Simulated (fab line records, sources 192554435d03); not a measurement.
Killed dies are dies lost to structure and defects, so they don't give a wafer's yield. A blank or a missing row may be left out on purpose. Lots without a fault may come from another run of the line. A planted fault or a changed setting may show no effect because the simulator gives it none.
Chamber matching | flow n5_finfet | N5_BEOL_M5_DESCUM_33 on rie_diel-02: 4 sister chambers
The step chemistry O2, time 7 s. 20 wafers are shown with their chamber, then 10 later ones without.

WAFERS WITH THEIR CHAMBER
wafer  | chamber | drypump_motor_current_A (A) | showerhead_plenum_p_Torr (Torr) | oes_product_au (a.u.)
L076.2 | 1       | 6.4                         | 2.09                            | 0.72
L076.3 | 2       | 6.4                         | 2.15                            | 0.86
L076.4 | 0       | 6.3                         | 2.07                            | 0.70
L081.3 | 1       | 6.4                         | 2.09                            | 0.71
L081.5 | 2       | 6.3                         | 2.15                            | 0.86
L081.6 | 1       | 6.4                         | 2.09                            | 0.72
L082.1 | 3       | 5.5                         | 2.23                            | 0.87
L082.3 | 1       | 6.4                         | 2.08                            | 0.72
L082.5 | 3       | 5.5                         | 2.23                            | 0.88
L085.1 | 3       | 5.6                         | 2.23                            | 0.87
L085.3 | 2       | 6.3                         | 2.15                            | 0.84
L085.6 | 2       | 6.3                         | 2.15                            | 0.85
L087.1 | 3       | 5.6                         | 2.22                            | 0.85
L087.2 | 0       | 6.3                         | 2.06                            | 0.69
L087.5 | 1       | 6.4                         | 2.08                            | 0.70
L086.1 | 1       | 6.4                         | 2.08                            | 0.69
L086.5 | 0       | 6.3                         | 2.06                            | 0.68
L086.6 | 3       | 5.5                         | 2.22                            | 0.83
L089.3 | 2       | 6.4                         | 2.14                            | 0.82
L089.4 | 0       | 6.3                         | 2.06                            | 0.69

SIGNATURES (means of the wafers above)
reading                  | chamber 0 | chamber 1 | chamber 2 | chamber 3 | scatter within a chamber
drypump_motor_current_A  | 6.300     | 6.400     | 6.340     | 5.540     | 0.0387
showerhead_plenum_p_Torr | 2.0625    | 2.0850    | 2.1480    | 2.2260    | 0.00515
oes_product_au           | 0.6900    | 0.7100    | 0.8460    | 0.8600    | 0.0152
Rule: a wafer's distance from a chamber is the root of the sum, over the readings, of the square of ((its reading less the chamber's mean) divided by the reading's scatter). The wafer belongs to the nearest chamber; if the next one is less than 2 further off, it can't be placed. The scatter: the root of (the sum of the squares of (reading less its chamber's mean) over the shown wafers, divided by (wafers less chambers)).

WAFERS WITHOUT THEIR CHAMBER
wafer  | drypump_motor_current_A (A) | showerhead_plenum_p_Torr (Torr) | oes_product_au (a.u.)
L089.6 | 6.3                         | 2.06                            | 0.69
L091.3 | 5.5                         | 2.22                            | 0.83
L091.5 | 6.3                         | 2.14                            | 0.80
L091.6 | 6.4                         | 2.07                            | 0.70
L097.4 | 6.4                         | 2.07                            | 0.69
L097.5 | 6.4                         | 2.14                            | 0.81
L097.6 | 6.4                         | 2.07                            | 0.70
L092.1 | 6.3                         | 2.14                            | 0.81
L092.3 | 6.3                         | 2.06                            | 0.68
L092.5 | 6.4                         | 2.07                            | 0.70

WHICH CHAMBER EACH WENT THROUGH
wafer  | from the rows above     | in truth
L089.6 | 0                       | 0
L091.3 | 3                       | 3
L091.5 | 2                       | 2
L091.6 | can't be placed: 1 or 0 | 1
L097.4 | can't be placed: 0 or 1 | 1
L097.5 | 2                       | 2
L097.6 | can't be placed: 1 or 0 | 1
L092.1 | 2                       | 2
L092.3 | 0                       | 0
L092.5 | can't be placed: 1 or 0 | 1
Placed correctly: 6 of 10. Can't be placed from these rows: 4 (the true chamber is among the candidates in 4). Placed wrongly: 0.
